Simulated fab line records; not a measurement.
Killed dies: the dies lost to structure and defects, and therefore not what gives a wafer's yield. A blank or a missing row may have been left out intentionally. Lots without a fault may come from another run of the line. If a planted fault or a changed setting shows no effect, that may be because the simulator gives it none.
Split-lot experiment    flow n5 finfet    route with 1938 steps; 7 lots, 21 wafers read

## THE SPLIT
At N5_SD_EPI_P_EXPOSE_06 (exposes mask SD P BLK, target cd 240 nm), the setting dose mj was moved away from the recipe's 39.5 on 4 of the 21 wafers read, by -5.8% to +6.4%. For the rest of the wafers, this setting stayed at what the recipe calls for.

## FROM THE SPLIT TO THE READING: what the file shows between them, 2 steps
- N5_SD_EPI_P_PEB_07: peb time 60 s
- N5_SD_EPI_P_DEVELOP_08: develop time 30 s

## THE READING
cd nm, in nm, at N5_SD_EPI_P_CD_MEAS_09 (target cd 240 nm). Fault-free wafers of this fab line usually give 239.7 nm, standard deviation 0.75 nm.

wafer   tool, chamber at the split  dose mj as run  against the recipe  cd nm, nm  against lot-mates on the recipe
L076.2  arfi scanner-01, 0          39.5            recipe              239.5      -
L076.3  arfi scanner-01, 0          39.5            recipe              239.7      -
L076.5  arfi scanner-01, 0          39.5            recipe              240.5      -
L078.1  arfi scanner-02, 0          39.5            recipe              239.1      -
L078.2  arfi scanner-02, 0          39.5            recipe              238.8      -
L078.6  arfi scanner-02, 0          39.5            recipe              239.1      -
L082.2  arfi scanner-01, 0          39.5            recipe              240.1      -
L082.3  arfi scanner-01, 0          39.5            recipe              239.5      -
L082.4  arfi scanner-01, 0          39.5            recipe              239.3      -
L083.1  arfi scanner-01, 0          39.5            recipe              238.8      -
L083.2  arfi scanner-01, 0          39.5            recipe              238.4      -
L083.5  arfi scanner-01, 0          39.5            recipe              238.5      -
L085.1  arfi scanner-01, 0          37.22           -5.8%               235.0      -6.0
L085.2  arfi scanner-01, 0          37.22           -5.8%               236.2      -4.8
L085.5  arfi scanner-01, 0          39.5            recipe              241.0      -
L090.1  arfi scanner-02, 0          39.5            recipe              239.0      -
L090.5  arfi scanner-02, 0          42.04           +6.4%               243.8      +4.5
L090.6  arfi scanner-02, 0          39.5            recipe              239.6      -
L093.1  arfi scanner-01, 0          38.15           -3.4%               237.4      -2.8
L093.3  arfi scanner-01, 0          39.5            recipe              239.4      -
L093.5  arfi scanner-01, 0          39.5            recipe              240.9      -

THE FIT
A straight line over all 21 wafers: cd nm changes by +0.667 nm for each +1% of dose mj; r = +0.91; the points scatter about the line by 0.73 nm.
The same after taking each lot's own level away (the mean of its wafers on the recipe; 21 wafers): +0.835 nm for each +1%; r = +0.97; scatter 0.48 nm.
On that fit, the largest move of dose mj shifts the reading by 5.4 nm.
The span of the lots' own levels, 238.57 to 241.00 nm, comes to 3.2 times the standard deviation stated above.
So the slope is not independent of the lot-to-lot level: the two fits are not the same.
Check: +5.91 nm against its lot-mates is what the line predicts for one of the wafers moved furthest among these (+6.4%) when that wafer is left out of the fit. It came out at +4.5 nm against them.

## ADDITIONAL SPLITS CARRIED BY THESE WAFERS
Other splits were also applied to these wafers ahead of the reading. Each is held against what the fit with the lots' levels taken away leaves over:
other split on the same wafers           wafers away from the commonest value  r with cd nm (lot level and that fit taken away)
N5_ZERO_LAYER_EXPOSE_08 dose mj          6                                     -0.07
N5_ZERO_LAYER_DEVELOP_10 develop time s  5                                     +0.11
N5_FIN_SAQP_PECVD_48 time s              5                                     +0.09
N5_FIN_SAQP_PECVD_06 time s              8                                     -0.46
N5_FIN_CUT_CUT_ETCH_26 time s            5                                     +0.31
N5_DUMMY_GATE_EXPOSE_12 dose mj          9                                     -0.17
N5_DUMMY_GATE_DESCUM_20 time s           5                                     -0.30

## THE WHOLE CHAIN: every reading that the file lists as answering this split, in the file's order
step                    what it does              reading                                                          change (the file's fit)                r (the file's)
N5_SD_EPI_P_CD_MEAS_09  target cd 240 nm          cd nm                                                            +0.807 nm for each +1% of the setting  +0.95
N5_SD_EPI_P_DESCUM_14   chemistry O2, time 7.9 s  SD_EPI_P.cd nm (the simulator's own value, which no gauge read)  +0.82 nm for each +1% of the setting   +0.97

## THE FILE'S OWN FIT
cd nm changes by +0.807 nm for each +1% of dose mj, r = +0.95.
